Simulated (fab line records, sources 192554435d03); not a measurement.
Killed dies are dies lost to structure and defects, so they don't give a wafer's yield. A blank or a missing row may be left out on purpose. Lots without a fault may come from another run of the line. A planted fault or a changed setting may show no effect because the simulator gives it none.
A struck lot beside a sound one | flow n5_finfet | 15 steps out of a route of 1938
Sound: wafers L347.1, L347.4, L347.6. Struck: wafers L346.1, L346.2, L346.6. The cause comes at the end.
At each step with rows: each side's tool, then ch and its chambers, then its first start. Under that, the readings that differ: sound wafers | struck wafers | difference of the means | sigmas: that difference in standard deviations of wafers without a fault.
alike: readings whose means differ by less than 2 such deviations, and words and numbers that are the same on both sides. not compared: withheld readings, readings that some wafer has no value for, bounds like >300 that may hide the same value, and numbers for which the record gives no deviation and whose values overlap.
The two part at a step that has a row with sigmas, a row that says differs or no value, or rows on one side only. Numbers that don't overlap but have no deviation are shown without sigmas and don't part them. A reading that every wafer of one side lacks parts them only if that side has two wafers or more.

first, 1 step without rows for these wafers: N5_BEOL_M5_SRD_43 (time 30 s).
N5_BEOL_M5_CD_MEAS_35: target cd 28 nm, target cd y 24 nm.
  sound on cd_sem-01, day 13 15:49; struck on cd_sem-03, day 13 01:01
  alike: cd_nm
then, 1 step without rows for these wafers: N5_BEOL_M5_CURE_80 (cures SiCOH lowk, time 120 s).
N5_BEOL_M5_DEGAS_44: time 60 s.
  sound on pvd_sputter-03, day 13 16:18; struck on pvd_sputter-01, day 13 01:37
  alike: heater_power_w
then, 5 steps without rows for these wafers: N5_BEOL_M5_PRE_CLEAN_45 (time 30 s); N5_BEOL_M5_ALD_86 (deposits TaN, pulse time 2 s, purge time 3 s, co reactant purge time 2 s); N5_BEOL_M5_SURFACE_TREAT_87; N5_BEOL_M5_CVD_47 (deposits Co from CCTBA/H2, target thk 3 nm, time 216 s); N5_BEOL_M5_SPUTTER_48 (material Cu, target thk 15 nm, time 27.62 s).
N5_BEOL_M5_ANNEAL_49: time 1800 s.
  sound on pvd_sputter-03, day 13 17:05; struck on pvd_sputter-01, day 13 02:31
  alike: heater_power_w
N5_BEOL_M5_SPUTTER_81: material Cu, target thk 15 nm, time 27.62 s.
  sound on pvd_sputter-03, day 13 18:06; struck on pvd_sputter-01, day 13 03:31
  alike: chamber_pressure_pa, chuck_gas_flow_sccm, throttle_valve_pct
N5_BEOL_M5_ANNEAL_82: time 1800 s.
  sound on pvd_sputter-03, day 13 18:11; struck on pvd_sputter-01, day 13 03:36
  alike: heater_power_w
N5_BEOL_M5_SPUTTER_83: material Cu, target thk 15 nm, time 27.62 s.
  sound on pvd_sputter-03, day 13 19:11; struck on pvd_sputter-01, day 13 04:37
  no value came back on the struck wafers for chamber_pressure_pa (Pa), chuck_gas_flow_sccm (sccm), throttle_valve_pct (%); on the sound wafers chamber_pressure_pa (Pa) reads 0.07002 0.06997 0.07011
N5_BEOL_M5_ANNEAL_84: time 1800 s.
  sound on pvd_sputter-03, day 13 19:16; struck on pvd_sputter-01, day 13 04:41
  alike: heater_power_w
-- the record jumps here: 4 days lie between the struck wafers' starts before and after (it left off in module BEOL_M5 and takes up again in module PASSIVATION, whose first step shown is number 1936 of the route) --
N5_PASSIVATION_PROBE_49:
  the record has rows for the struck wafers here (prober-02, day 17 05:40) and none for the sound ones

WHERE THEY PART
First at N5_BEOL_M5_SPUTTER_83; last, within this record, at N5_PASSIVATION_PROBE_49.

WHY: what the simulator had put in
Skipped step whole: pvd_sputter-01, from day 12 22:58 on, at N5_BEOL_M5_SPUTTER_83. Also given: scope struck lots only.
